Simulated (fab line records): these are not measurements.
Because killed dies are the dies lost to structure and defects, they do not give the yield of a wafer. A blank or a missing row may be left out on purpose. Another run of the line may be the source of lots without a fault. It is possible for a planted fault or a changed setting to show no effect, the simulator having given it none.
What tool caused it? + flow nand_harc + 36 wafers from 12 lots sampled at 6 of the route's 1159 steps

## WHAT EACH GAUGE READ, for each wafer
NHARC_P_M1_THK_MEAS_24: measures by xrf.
| lot  | measured     | on            | thk_nm (nm)       |
|------|--------------|---------------|-------------------|
| L698 | day 6 21:28  | film_metro-01 | 157.9 156.7 159.5 |
| L699 | day 6 21:52  | film_metro-02 | 159.4 158.2 156.1 |
| L701 | day 7 08:34  | film_metro-02 | 157.8 158.4 156.5 |
| L703 | day 8 01:26  | film_metro-02 | 157.6 155.6 160.5 |
| L705 | day 8 09:33  | film_metro-01 | 156.5 157.3 159.2 |
| L707 | day 8 15:29  | film_metro-01 | 158.6 160.0 158.4 |
| L706 | day 8 21:30  | film_metro-01 | 160.4 160.9 159.4 |
| L708 | day 9 09:32  | film_metro-01 | 157.0 157.9 157.2 |
| L709 | day 9 11:18  | film_metro-02 | 157.7 156.6 157.8 |
| L713 | day 10 08:26 | film_metro-02 | 155.9 158.3 157.7 |
| L712 | day 10 08:44 | film_metro-02 | 155.5 156.5 155.5 |
| L717 | day 11 03:20 | film_metro-02 | 157.5 156.1 158.7 |

NHARC_P_M2_CD_MEAS_09 targets a cd of 170 nm.
| lot  | measured     | on        | cd_nm (nm)        |
|------|--------------|-----------|-------------------|
| L698 | day 6 22:53  | cd_sem-01 | 170.0 169.4 170.4 |
| L699 | day 6 23:25  | cd_sem-03 | 169.9 169.5 170.1 |
| L701 | day 7 10:00  | cd_sem-01 | 170.0 169.8 170.0 |
| L703 | day 8 02:52  | cd_sem-02 | 168.4 169.6 169.1 |
| L705 | day 8 11:06  | cd_sem-02 | 170.0 169.0 169.1 |
| L707 | day 8 16:56  | cd_sem-01 | 169.5 169.4 168.9 |
| L706 | day 8 22:56  | cd_sem-02 | 170.1 170.1 169.5 |
| L708 | day 9 11:17  | cd_sem-02 | 169.5 170.0 168.9 |
| L709 | day 9 13:30  | cd_sem-03 | 169.6 169.6 169.4 |
| L713 | day 10 09:58 | cd_sem-02 | 203.0 168.8 170.2 |
| L712 | day 10 10:18 | cd_sem-03 | 170.6 170.0 168.8 |
| L717 | day 11 04:53 | cd_sem-03 | 170.0 170.6 170.1 |

NHARC_P_M2_OVL_MEAS_10: pitch 340 nm.
| lot  | measured     | on         | overlay_x_nm (nm) | overlay_y_nm (nm) |
|------|--------------|------------|-------------------|-------------------|
| L698 | day 6 22:59  | overlay-01 | 0.8 1.1 0.5       | -1.2 -1.1 -1.2    |
| L699 | day 6 23:30  | overlay-01 | -0.6 -1.3 -0.5    | 1.5 1.2 1.8       |
| L701 | day 7 10:05  | overlay-01 | 0.3 0.3 0.4       | 1.4 0.9 0.8       |
| L703 | day 8 02:56  | overlay-02 | -0.3 0.2 -0.3     | -0.1 0.2 0.0      |
| L705 | day 8 11:11  | overlay-01 | -0.3 -1.0 -0.2    | 0.2 0.5 0.3       |
| L707 | day 8 17:02  | overlay-02 | -0.9 -1.2 -1.5    | 0.8 0.8 1.0       |
| L706 | day 8 23:01  | overlay-02 | -0.2 -0.1 -0.3    | 0.1 -0.2 -0.2     |
| L708 | day 9 11:22  | overlay-02 | -0.3 -0.1 -0.4    | 0.1 0.0 -0.1      |
| L709 | day 9 13:35  | overlay-01 | 0.0 0.0 0.5       | 0.2 0.4 0.3       |
| L713 | day 10 10:04 | overlay-01 | 1.5 0.4 1.8       | 0.7 0.9 0.7       |
| L712 | day 10 10:24 | overlay-01 | -0.2 -0.2 -0.5    | -1.0 0.0 -1.0     |
| L717 | day 11 04:58 | overlay-02 | 0.1 -0.1 -0.1     | -1.3 -1.4 -1.9    |

NHARC_END_SORT_01.
| lot  | measured     | on        | defect_limited_yield (%) | killed_at_array | killed_at_other | killed_at_periphery | killed_dies | killed_open | killed_short | sort_bin_2_pct (%) | sort_bin_3_pct (%) | sort_bin_4_pct (%) | sort_n_pass | sort_rim_yield_pct (%) | sort_yield_pct (%) |
|------|--------------|-----------|--------------------------|-----------------|-----------------|---------------------|-------------|-------------|--------------|--------------------|--------------------|--------------------|-------------|------------------------|--------------------|
| L699 | day 20 00:45 | prober-01 | 94.8 94.4 94.7           | 30 32 30        | 0 0 0           | 5 6 6               | 35 38 36    | 3 4 5       | 2 3 2        | 1.6 2.1 1.5        | 0.44 0.15 0.30     | 3.1 3.4 3.5        | 642 639 641 | 95.3 95.3 96.2         | 94.8 94.4 94.7     |
| L701 | day 20 11:19 | prober-02 | 93.5 92.8 94.5           | 38 44 34        | 0 1 0           | 6 4 3               | 44 49 37    | 3 5 3       | 5 4 1        | 1.5 1.9 1.2        | 0.74 0.44 0.59     | 4.3 4.9 3.7        | 633 628 640 | 94.3 88.7 98.1         | 93.5 92.8 94.5     |
| L707 | day 21 09:26 | prober-01 | 96.5 95.3 94.8           | 23 24 28        | 0 0 0           | 1 8 7               | 24 32 35    | 1 4 9       | 2 1 3        | 1.6 1.5 1.8        | 0.15 0 0.30        | 1.8 3.2 3.1        | 653 645 642 | 94.3 95.3 98.1         | 96.5 95.3 94.8     |
| L708 | day 22 00:13 | prober-02 | 95.1 92.3 93.6           | 31 46 41        | 0 2 0           | 2 4 2               | 33 52 43    | 3 4 4       | 2 6 0        | 1.5 1.8 2.4        | 0.59 0.30 0        | 2.8 5.6 4.0        | 644 625 634 | 88.7 94.3 100.0        | 95.1 92.3 93.6     |
| L713 | day 23 15:55 | prober-01 | 93.8 92.2 92.5           | 38 51 49        | 1 0 0           | 3 2 2               | 42 53 51    | 6 5 3       | 1 0 1        | 2.2 2.2 1.9        | 0.44 0.30 0.15     | 3.5 5.3 5.5        | 635 624 626 | 97.2 92.5 93.4         | 93.8 92.2 92.5     |
| L712 | day 23 05:07 | prober-02 | 96.6 96.2 97.6           | 17 13 12        | 1 1 0           | 5 12 4              | 23 26 16    | 5 4 3       | 0 5 1        | 0.7 1.6 0.4        | 0.15 0.15 0.30     | 2.5 2.1 1.6        | 654 651 661 | 92.5 99.1 96.2         | 96.6 96.2 97.6     |

## WHICH TOOL RAN EACH LOT (tool, then ch and the chambers of the sampled wafers, then the start)
| lot  | NHARC_P_M1_DEP_33               | NHARC_P_M2_EXPOSE_06               |
|------|---------------------------------|------------------------------------|
| L698 | pecvd-04 ch 0,1,2, day 6 21:54  | arfi_scanner-02 ch 0, day 6 22:45  |
| L699 | pecvd-01 ch 1,2, day 6 22:13    | arfi_scanner-01 ch 0, day 6 23:16  |
| L701 | pecvd-04 ch 0,2, day 7 08:53    | arfi_scanner-01 ch 0, day 7 09:52  |
| L703 | pecvd-01 ch 0,2, day 8 01:44    | arfi_scanner-03 ch 0, day 8 02:43  |
| L705 | pecvd-04 ch 0,1,2, day 8 09:54  | arfi_scanner-03 ch 0, day 8 10:58  |
| L707 | pecvd-01 ch 0,1, day 8 15:47    | arfi_scanner-03 ch 0, day 8 16:48  |
| L706 | pecvd-01 ch 0,1,2, day 8 21:56  | arfi_scanner-03 ch 0, day 8 22:48  |
| L708 | pecvd-03 ch 0,1, day 9 10:02    | arfi_scanner-01 ch 0, day 9 11:08  |
| L709 | pecvd-03 ch 0,1,2, day 9 12:08  | arfi_scanner-03 ch 0, day 9 13:22  |
| L713 | pecvd-01 ch 0,1,2, day 10 08:46 | arfi_scanner-03 ch 0, day 10 09:49 |
| L712 | pecvd-04 ch 1,2, day 10 09:02   | arfi_scanner-02 ch 0, day 10 10:10 |
| L717 | pecvd-04 ch 0,1,2, day 11 03:38 | arfi_scanner-02 ch 0, day 11 04:44 |
- NHARC_P_M1_DEP_33: deposits SiCN, target thk 30 nm.
- NHARC_P_M2_EXPOSE_06: exposes mask P M2, target cd 170 nm.

## AS READ BY THE TOOLS THEMSELVES (means over the sampled wafers that have a number; for cases with no such wafer, the mark the record gives instead)
NHARC_P_M1_DEP_33.
| lot  | tool     | heater_power_w (W) |
|------|----------|--------------------|
| L698 | pecvd-04 | 564                |
| L699 | pecvd-01 | 692                |
| L701 | pecvd-04 | 612                |
| L703 | pecvd-01 | 695                |
| L705 | pecvd-04 | 575                |
| L707 | pecvd-01 | 526                |
| L706 | pecvd-01 | 600                |
| L708 | pecvd-03 | 610                |
| L709 | pecvd-03 | 638                |
| L713 | pecvd-01 | 587                |
| L712 | pecvd-04 | 617                |
| L717 | pecvd-04 | 600                |

## THE ANSWER, worked out from the rows above alone
Rule: the lots themselves supply what counts as usual. Put in order of their means at a reading, lots are off if they are a third of the lots or fewer, leave a main group of 4 or more, and stand apart from it by a gap of 3 or more times the standard deviation of the main group's means; of several such gaps the widest counts. A main group is skipped when, at the precision printed for the reading in the tables above, its means are all equal. Also off: a lot with no number at a reading for which 4 or more lots have one. Any other lot the step has rows for is counted as sound. First the gauges in route order, then the tools' own readings, where a lot's mean is used as printed above. The first step at which some lot is off is used, and at that step the reading that is off furthest; a lot without a number counts as furthest.
Off, at NHARC_P_M2_CD_MEAS_09 on cd_nm: L713. For the main group the mean is 169.7 nm and the standard deviation 0.34.
If a tool, at a process step before that reading, ran all the lots that are off and no sound lot after the first of them, it fits. Gauges at NHARC_P_M2_CD_MEAS_09: tried the same way as those tools. Can't be told from this: 3 tools fit, pecvd-01 at NHARC_P_M1_DEP_33, arfi_scanner-03 at NHARC_P_M2_EXPOSE_06, cd_sem-02 at NHARC_P_M2_CD_MEAS_09.

## WHAT HAD BEEN PUT IN BY THE SIMULATOR
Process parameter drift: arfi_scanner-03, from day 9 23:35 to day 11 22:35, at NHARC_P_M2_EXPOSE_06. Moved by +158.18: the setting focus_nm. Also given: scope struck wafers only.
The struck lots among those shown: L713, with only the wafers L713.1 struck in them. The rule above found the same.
